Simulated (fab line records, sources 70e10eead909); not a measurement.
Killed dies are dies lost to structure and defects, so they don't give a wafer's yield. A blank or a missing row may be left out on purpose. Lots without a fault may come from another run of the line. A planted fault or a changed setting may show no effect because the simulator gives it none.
One fault seen from 3 desks | flow nand_harc | each desk has only its own numbers; what lay behind them comes last

THE DEFECT DESK
What the inspections along the route counted, lot by lot: means of the sampled wafers that have a number. A lot is out of limits, marked OUT, if its mean lies more than 4 standard deviations from the usual mean; the brackets give that distance.
Columns: A = raw_defect_count at NHARC_P_GATE_INSPECT_28, usual 6
lot  | first seen here | A
L450 | day 5 11:37     | 5
L453 | day 5 17:30     | 2
L457 | day 7 04:50     | 10
L461 | day 7 22:31     | 5
L463 | day 8 19:57     | 4
L471 | day 10 15:05    | 5
This desk's finding: nothing out of limits on any of the 6 lots.

THE TOOL OWNER'S DESK: arfi_scanner-02
The tool's own readings at NHARC_P_GATE_EXPOSE_23 (exposes mask P GATE, target cd 120 nm): means of the sampled wafers that have a number, for each lot that ran on this tool. A lot is out of limits, marked OUT, if its mean lies more than 4 standard deviations from the usual mean; the brackets give that distance.
Columns: A = exposure_dose_mJ_cm2 at NHARC_P_GATE_EXPOSE_23, usual 93.90; B = focus_offset_nm at NHARC_P_GATE_EXPOSE_23, usual 0.0 nm
lot  | first seen here | A               | B
L450 | day 5 11:22     | 93.88           | -0.3
L457 | day 7 04:35     | 91.83 (-23) OUT | 0.5
L463 | day 8 19:41     | 91.78 (-23) OUT | -0.1
This desk's finding: out of limits on L457, L463; first on L457, day 7 04:35 (exposure_dose_mJ_cm2 at NHARC_P_GATE_EXPOSE_23). In limits: L450.

THE METROLOGY DESK
What the gauges read, lot by lot, whatever tool the lot ran on: means of the sampled wafers that have a number. A lot is out of limits, marked OUT, if its mean lies more than 4 standard deviations from the usual mean; the brackets give that distance.
Columns: A = cd_nm at NHARC_P_GATE_CD_MEAS_26, usual 119.8 nm; B = overlay_x_nm at NHARC_P_GATE_OVL_MEAS_27, usual 0.2 nm; C = overlay_y_nm at NHARC_P_GATE_OVL_MEAS_27, usual -0.1 nm; D = cd_nm at NHARC_P_GATE_CD_MEAS_33, usual 120 nm
lot  | first seen here | A     | B    | C    | D
L450 | day 5 11:29     | 119.3 | -0.1 | 1.3  | 117
L453 | day 5 17:23     | 119.6 | -0.8 | 1.3  | 123
L457 | day 7 04:43     | 121.2 | -0.1 | -0.3 | 121
L461 | day 7 22:24     | 120.9 | -0.4 | 0.5  | 120
L463 | day 8 19:50     | 120.2 | -2.0 | -0.4 | 118
L471 | day 10 14:58    | 119.9 | 0.8  | -1.3 | 124
This desk's finding: nothing out of limits on any of the 6 lots.

PUT TOGETHER
The tool owner's desk could have raised an alarm at day 7 04:35, on L457, L463.
The defect desk saw nothing out of limits.
The metrology desk saw nothing out of limits.
The defect desk has L457, L463 on record, within its limits.
The metrology desk has L457, L463 on record, within its limits.
Of the lots named, all ran NHARC_P_GATE_EXPOSE_23 on arfi_scanner-02.

WHAT THE SIMULATOR HAD PUT IN
Process parameter drift: arfi_scanner-02, from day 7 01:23 on, at NHARC_P_GATE_EXPOSE_23. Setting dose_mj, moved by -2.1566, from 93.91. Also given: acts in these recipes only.
Lots struck among those shown: L457, L463.
Hours from the fault's start to each desk's first reading out of limits: the tool owner's desk, 3.
